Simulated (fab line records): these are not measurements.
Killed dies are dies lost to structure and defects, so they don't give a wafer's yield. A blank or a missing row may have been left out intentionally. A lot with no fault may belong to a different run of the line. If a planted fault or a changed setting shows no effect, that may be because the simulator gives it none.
Chamber matching || flow nand harc || NHARC_A_STAIRCASE_DESCUM_11 on rie diel-04: 4 sister chambers
The step chemistry O2, time 3 s. 4 wafers are shown with their chamber, then 11 later ones without.

== WAFERS WITH THEIR CHAMBER ==
{"wafer": "L085.4", "chamber": 0, "showerhead plenum p Torr (Torr)": 1.91}
{"wafer": "L090.1", "chamber": 1, "showerhead plenum p Torr (Torr)": 1.81}
{"wafer": "L090.6", "chamber": 3, "showerhead plenum p Torr (Torr)": 1.96}
{"wafer": "L090.3", "chamber": 2, "showerhead plenum p Torr (Torr)": 2.03}

== WAFERS MISSING THEIR CHAMBER ==
{"wafer": "L090.4", "showerhead plenum p Torr (Torr)": 1.90}
{"wafer": "L090.5", "showerhead plenum p Torr (Torr)": 1.90}
{"wafer": "L096.2", "showerhead plenum p Torr (Torr)": 1.90}
{"wafer": "L096.5", "showerhead plenum p Torr (Torr)": 1.96}
{"wafer": "L096.6", "showerhead plenum p Torr (Torr)": 2.03}
{"wafer": "L095.1", "showerhead plenum p Torr (Torr)": 1.81}
{"wafer": "L095.2", "showerhead plenum p Torr (Torr)": 1.90}
{"wafer": "L095.6", "showerhead plenum p Torr (Torr)": 2.03}
{"wafer": "L097.1", "showerhead plenum p Torr (Torr)": 1.90}
{"wafer": "L097.2", "showerhead plenum p Torr (Torr)": 2.02}
{"wafer": "L097.5", "showerhead plenum p Torr (Torr)": 1.90}

== WHICH CHAMBER EACH ONE RAN IN ==
{"wafer": "L090.4", "from the rows above": 0, "in truth": 0}
{"wafer": "L090.5", "from the rows above": 0, "in truth": 0}
{"wafer": "L096.2", "from the rows above": 0, "in truth": 0}
{"wafer": "L096.5", "from the rows above": 3, "in truth": 3}
{"wafer": "L096.6", "from the rows above": 2, "in truth": 2}
{"wafer": "L095.1", "from the rows above": 1, "in truth": 1}
{"wafer": "L095.2", "from the rows above": 0, "in truth": 0}
{"wafer": "L095.6", "from the rows above": 2, "in truth": 2}
{"wafer": "L097.1", "from the rows above": 0, "in truth": 0}
{"wafer": "L097.2", "from the rows above": 2, "in truth": 2}
{"wafer": "L097.5", "from the rows above": 0, "in truth": 0}
Correctly placed: 11 of 11. Can't be placed from these rows: 0. Placed wrongly: 0.
How it was worked out, from the rows above alone: a wafer's distance from a chamber is the root of the sum, over the readings, of the square of ((its reading less the chamber's mean) divided by the reading's scatter). The wafer belongs to the nearest chamber; if the next one is less than 2 further off, it can't be placed. Each chamber's mean is taken over the wafers shown for it. The scatter: with one shown wafer a chamber, the root of the mean of the squares of how far each hidden wafer lies from its nearest shown one.
